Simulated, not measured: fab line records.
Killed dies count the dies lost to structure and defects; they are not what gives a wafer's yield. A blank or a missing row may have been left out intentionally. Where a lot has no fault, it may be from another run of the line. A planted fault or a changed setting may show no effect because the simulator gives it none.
Comparing a struck lot with a sound one ; flow n5 finfet ; 15 out of 1938 route steps
Sound: the wafers L223.4, L223.5, L223.6. Struck: wafer L214.2. (L214.4, L214.5 of the same lot were not struck and are left out.) The cause comes at the end.
For every step that has rows: the tool of each side, followed by ch and its chambers, followed by its first start. Under that, the readings that differ: sound wafers ; struck wafers ; difference of the means ; sigmas: that difference in standard deviations of wafers without a fault.
alike: readings with means less than 2 such deviations apart, plus words and numbers identical on both sides. not compared: withheld readings, readings lacking a value on some wafer, bounds such as >300 that could conceal the same value, and numbers that have no deviation in the record and whose values overlap.
A row with sigmas, a row that says differs or no value, or rows on one side alone: a step with any of these is where the two part. When numbers do not overlap yet have no deviation, they are printed without sigmas and do not part them. Lack of a reading on every wafer of one side parts them only where that side has two or more wafers.

first, 1 step without rows for these wafers: N5_BEOL_M2_DEVELOP_27 (develop time 30 s).
N5_BEOL_M2_CD_MEAS_28: target cd 26.2 nm, target cd y 24.1 nm.
  sound on cd sem-03 ch 0, day 11 01:41; struck on cd sem-01 ch 0, day 9 01:55
  alike: cd nm
N5_BEOL_M2_OVL_MEAS_29:
  sound on overlay-02 ch 0, day 11 01:44; struck on overlay-01 ch 0, day 9 01:57
  alike: V1_OVL
N5_BEOL_M2_INSPECT_30: inspects for defects (brightfield).
  sound: defect inspect-01 at day 11 01:47; struck: defect inspect-02 at day 9 02:00
  alike: raw defect count
N5_BEOL_M2_DESCUM_33: chemistry O2, time 7 s.
  sound on rie diel-04 ch 2,3, day 11 01:49; struck on rie diel-05 ch 1, day 9 02:02
  alike: drypump motor current A, oes product au, rf vpp V, showerhead plenum p Torr, throttle valve pct
  not compared: rf hours counter h
N5_BEOL_M2_ETCH_77: etches underlayer in N2/H2, target depth 6.5 nm, time 5.2 s.
  sound on rie diel-04 ch 2,3, day 11 01:51; struck on rie diel-05 ch 1, day 9 02:04
  alike: drypump motor current A, etch rf on time s, h2 flow sccm, oes product au, rf vpp V, showerhead plenum p Torr, throttle valve pct
  not compared: rf hours counter h
N5_BEOL_M2_ETCH_69: etches SiARC in CF4, target depth 15.6 nm, time 26 s.
  sound on rie diel-04 ch 2,3, day 11 01:52; struck on rie diel-05 ch 1, day 9 02:05
reading;sound;struck;difference;sigmas
rf vpp V (V);183.3 184.4 183.3;186.3;+2.6;+2
throttle valve pct (%);15.82 15.36 15.82;15.28;-0.39;-2
  alike: drypump motor current A, etch rf on time s, mfc ar sccm, oes product au, showerhead plenum p Torr
  not compared: rf hours counter h
N5_BEOL_M2_ALD_98: deposits SiO2, target thk 2.5 nm, pulse time 1 s, co reactant pulse time 1 s.
  sound on ald sin-01 ch 1,2, day 11 01:57; struck on ald sin-01 ch 0, day 9 02:21
reading;sound;struck;difference;sigmas
heater power w (W);93 88 77;66;-20;-2
  alike: precursor pulse height rel
then, 1 step without rows for these wafers: N5_BEOL_M2_ETCHBACK_99 (etches SiO2 in CHF3, target depth 5 nm, time 10.4 s).
N5_BEOL_M2_ETCH_70: etches SOC in N2/H2, target depth 80 nm, overetch 24 nm, time 130 s.
  sound on rie diel-02 ch 0,1,2, day 12 18:44; struck on rie diel-02 ch 0, day 9 14:20
  alike: drypump motor current A, h2 flow sccm, oes product au, rf vpp V, run length s, showerhead plenum p Torr, throttle valve pct
  not compared: rf hours counter h
then, 2 steps without rows for these wafers: N5_BEOL_M2_STRIP_71 (strips in N2/H2); N5_BEOL_M2_STRIP_78 (strips in N2/H2).
N5_BEOL_M2_VIA_ETCH_34: etches the open film in C4F6/O2, target depth 69.4 nm, time 65.9 s.
  sound on rie diel-02 ch 0,1,2, day 12 18:51; struck on rie diel-02 ch 0, day 9 14:26
reading;sound;struck;difference;sigmas
run length s (s);88.7 89.2 89.8;84.4;-4.8;-9
model.etch.depth nm (nm);69.16 68.26 68.48;63.47;-5.16;
model.SOC_of_BEOL_M2_COAT_67.thk nm (nm);51.4 51.4 51.6;52.4;+0.9;
  alike: drypump motor current A, mfc ar sccm, oes product au, rf vpp V, showerhead plenum p Torr, throttle valve pct
  not compared: rf hours counter h
then, 1 step without rows for these wafers: N5_BEOL_M2_STRIP_83 (strips in C4F6/O2).
-- a jump in the record: the struck wafers' starts before and after are 8 days apart (it breaks off in module BEOL_M2 and resumes in module BEOL_M4, where the first step shown is number 1111 of the route) --
N5_BEOL_M4_RC_MEAS_101:
  sound on prober-01 ch 0, day 16 16:45; struck on prober-02 ch 0, day 17 15:47
  alike: DIBL_N, DIBL_P, IOFF_N, IOFF_P, ION_N, ION_P, SS_N, SS_P, VT_N, VT_P

== WHERE THEY PART ==
Earliest at N5_BEOL_M2_ETCH_69; latest, in this record, at N5_BEOL_M2_VIA_ETCH_34. Later steps at which nothing parts them and some readings are alike: N5_BEOL_M4_RC_MEAS_101.

WHY: the cause the simulator had injected
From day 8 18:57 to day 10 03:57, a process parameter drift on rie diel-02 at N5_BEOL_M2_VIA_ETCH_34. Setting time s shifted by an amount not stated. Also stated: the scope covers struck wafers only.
